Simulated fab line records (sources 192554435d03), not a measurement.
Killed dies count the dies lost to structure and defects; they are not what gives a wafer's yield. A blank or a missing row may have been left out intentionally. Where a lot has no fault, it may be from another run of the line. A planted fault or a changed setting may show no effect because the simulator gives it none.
Comparing a struck lot with a sound one | flow n5 finfet | 37 steps out of a route of 1938
Sound: wafers L621.3, L621.4, L621.5. Struck: wafer L616.1 (left out: L616.2, L616.5 of the same lot, which were not struck); the cause appears at the end.
At each step with rows: each side's tool, then ch and its chambers, then its first start. Under that, the readings that differ: sound wafers | struck wafers | difference of the means | sigmas: that difference in standard deviations of wafers without a fault.
alike: same words and numbers on both sides, and readings whose means sit less than 2 such deviations apart. not compared: any withheld reading, any reading some wafer has no value for, any bound like >300 that may hide the same value, and any number with overlapping values for which the record gives no deviation.
The two part at a step that has a row with sigmas, a row that says differs or no value, or rows on one side only. Non-overlapping numbers with no deviation appear without sigmas and do not part them. A reading that every wafer of one side lacks parts them only if that side has two wafers or more.

first, 10 steps without rows for these wafers: N5_HKMG_FIN_ALD_72 (deposits W, target thk 2 nm, pulse time 1 s, purge time 2 s); N5_HKMG_FIN_W_FILL_22 (material W, target thk 60 nm, time 18.2 s); N5_HKMG_FIN_PRECLEAN_83 (cleans in DIW, time 57.5 s); N5_HKMG_FIN_SRD_84 (dry time 32 s); N5_HKMG_FIN_CMP_23 (polishes, stops on SiNx, t overpolish 10 s, target thk 46.326 nm); N5_HKMG_FIN_CMP_94 (polishes, stops on SiNx, t overpolish 4.7 s, target thk 43.299 nm); N5_GATE_CUT_ETCHBACK_00 (etches W in SF6/Cl2); N5_GATE_CUT_ETCH_56 (etches TiN in Cl2/Ar, target depth 21.6 nm); N5_GATE_CUT_ETCHBACK_30 (etches TiN in Cl2/Ar, target depth 3 nm); N5_GATE_CUT_VAPOR_ETCH_60 (etches HfO2 in BCl3/Cl2).
N5_GATE_CUT_ETCH_58: etches SiNx in CH3F/O2, target depth 17 nm, time 128.6 s.
  sound on rie diel-05 ch 1,3, day 9 16:07; struck on rie diel-06 ch 0, day 8 09:14
  alike: drypump motor current A, mfc ar sccm, oes product au, rf vpp V, showerhead plenum p Torr, throttle valve pct
  not compared: rf hours counter h
then, 25 steps without rows for these wafers: N5_GATE_CUT_STRIP_59 (strips in N2/H2, time 20 s); N5_GATE_CUT_PRECLEAN_31 (cleans in DIW, time 300 s); N5_GATE_CUT_SRD_32 (time 30 s); N5_GATE_CUT_SAC_CAP_01 (material SiNx, target thk 24 nm, pulse time 1 s, ald cycles 480); N5_GATE_CUT_PECVD_57 (deposits SiNx from SiH4/NH3/N2, target thk 21 nm); N5_GATE_CUT_CMP_02 (polishes, stops on SiO2, t overpolish 12.7 s, target thk 0 nm); N5_GATE_CUT_HM_DEP_46 (deposits SiO2 from TEOS/O2, target thk 130 nm, time 26.6 s); N5_GATE_CUT_COAT_34 (time 60 s, resist thk 60 nm); N5_GATE_CUT_COAT_35 (time 60 s, resist thk 10 nm); N5_GATE_CUT_COAT_27 (time 60 s, resist thk 10 nm); N5_GATE_CUT_COAT_07 (resist thk 30 nm); N5_GATE_CUT_EBR_09; N5_GATE_CUT_SOFTBAKE_08 (time 60 s); N5_GATE_CUT_EXPOSE_10 (exposes mask GATE CUT, target cd 20 nm); N5_GATE_CUT_PEB_11 (peb time 60 s); N5_GATE_CUT_DEVELOP_12 (develop time 30 s); N5_GATE_CUT_DESCUM_18 (chemistry O2, time 7 s); N5_GATE_CUT_ETCH_28 (etches underlayer in N2/H2, target depth 13 nm, time 10.4 s); N5_GATE_CUT_ETCH_36 (etches SiARC in CF4, target depth 13 nm, time 21.7 s); N5_GATE_CUT_ETCH_37 (etches SOC in N2/H2, target depth 60 nm, overetch 12 nm, time 90 s); N5_GATE_CUT_STRIP_38 (strips in N2/H2); N5_GATE_CUT_STRIP_39 (strips in N2/H2); N5_GATE_CUT_HM_OPEN_40 (chemistry C4F6/O2, target SiO2, target depth 139 nm, time 85.1 s); N5_GATE_CUT_STRIP_41 (strips in CF4); N5_GATE_CUT_STRIP_42 (strips in O2).
-- the record jumps here: 11 days lie between the struck wafers' starts before and after (it left off in module GATE_CUT and takes up again in module PASSIVATION, whose first step shown is number 1936 of the route) --
N5_PASSIVATION_PROBE_49:
  sound on prober-02, day 21 16:16; struck on prober-01, day 19 15:45
  reading                  | sound          | struck | difference | sigmas
  defect limited yield (%) | 91.1 92.3 90.2 | 86.5   | -4.7       | -3
  killed at front end      | 30 43 32       | 92     | +57        | +5
  killed dies              | 105 91 116     | 159    | +55        | +3
  sort_bin_5_function (%)  | 5.0 4.4 5.6    | 7.0    | +2.0       | +2
  sort n pass              | 1075 1089 1064 | 1021   | -55        | -3
  sort yield pct (%)       | 91.1 92.3 90.2 | 86.5   | -4.7       | -3
  alike: killed_at_M0_to_M3, killed_at_M4_up, killed at contacts, killed at other, killed on rim, killed open, killed short, sort_bin_4_leakage, sort_bin_6_memory

== WHERE THEY PART ==
Within this record, at N5_PASSIVATION_PROBE_49 only.

WHY: whatever the simulator had introduced
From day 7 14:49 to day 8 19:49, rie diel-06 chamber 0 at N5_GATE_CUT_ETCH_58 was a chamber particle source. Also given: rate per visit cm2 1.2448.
